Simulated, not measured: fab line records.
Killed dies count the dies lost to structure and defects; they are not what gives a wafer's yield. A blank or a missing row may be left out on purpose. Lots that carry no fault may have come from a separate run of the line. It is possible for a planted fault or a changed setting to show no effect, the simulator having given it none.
Matching of chambers | flow nand_harc | NHARC_A_STAIRCASE_DEP_325 on pecvd-03 has 3 sister chambers
The step deposits SiO2, target thk 3800 nm. 16 wafers are shown with their chamber, then 8 later ones without.

WAFERS WITH THEIR CHAMBER
wafer  | chamber | heater_power_outer_w (W) | heater_power_w (W)
L074.1 | 0       | 401                      | 703
L074.2 | 1       | 374                      | 724
L074.5 | 1       | 320                      | 642
L080.2 | 0       | 478                      | 812
L080.4 | 1       | 322                      | 666
L080.6 | 0       | 361                      | 662
L082.1 | 1       | 405                      | 792
L082.3 | 2       | 369                      | 605
L082.5 | 1       | 332                      | 672
L087.2 | 2       | 414                      | 701
L087.4 | 2       | 339                      | 590
L087.5 | 1       | 329                      | 676
L090.1 | 1       | 339                      | 651
L090.3 | 2       | 378                      | 636
L090.6 | 2       | 340                      | 589
L089.1 | 0       | 450                      | 759

SIGNATURES (means of the wafers above)
reading              | chamber 0 | chamber 1 | chamber 2 | scatter within a chamber
heater_power_outer_w | 422.50    | 345.86    | 368.00    | 37.2
heater_power_w       | 734.00    | 689.00    | 624.20    | 54.2
Rule: distance of a wafer from a chamber = root of the sum over the readings of ((wafer's reading minus chamber's mean) / reading's scatter) squared. If the next closest chamber is less than 2 further off than the closest, the wafer can't be placed; otherwise it belongs to the closest. The scatter: take each reading less its chamber's mean, square it, sum over the shown wafers, divide by the number of wafers less the number of chambers, and take the root.

WAFERS WITH NO CHAMBER GIVEN
wafer  | heater_power_outer_w (W) | heater_power_w (W)
L089.2 | 424                      | 693
L089.5 | 354                      | 652
L096.2 | 412                      | 693
L096.4 | 327                      | 686
L096.5 | 329                      | 588
L097.2 | 383                      | 696
L097.4 | 346                      | 585
L097.6 | 354                      | 657

WHICH CHAMBER EACH ONE RAN IN
wafer  | from the rows above          | in truth
L089.2 | can't be placed: 0 or 2 or 1 | 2
L089.5 | can't be placed: 2 or 1 or 0 | 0
L096.2 | can't be placed: 0 or 2 or 1 | 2
L096.4 | can't be placed: 1 or 2      | 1
L096.5 | can't be placed: 2 or 1      | 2
L097.2 | can't be placed: 1 or 0 or 2 | 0
L097.4 | can't be placed: 2 or 1      | 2
L097.6 | can't be placed: 1 or 2 or 0 | 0
Correct placement for 0 of the 8. From these rows, 8 cannot be placed; in 8 the true chamber is one of the candidates. Wrongly placed: 0.
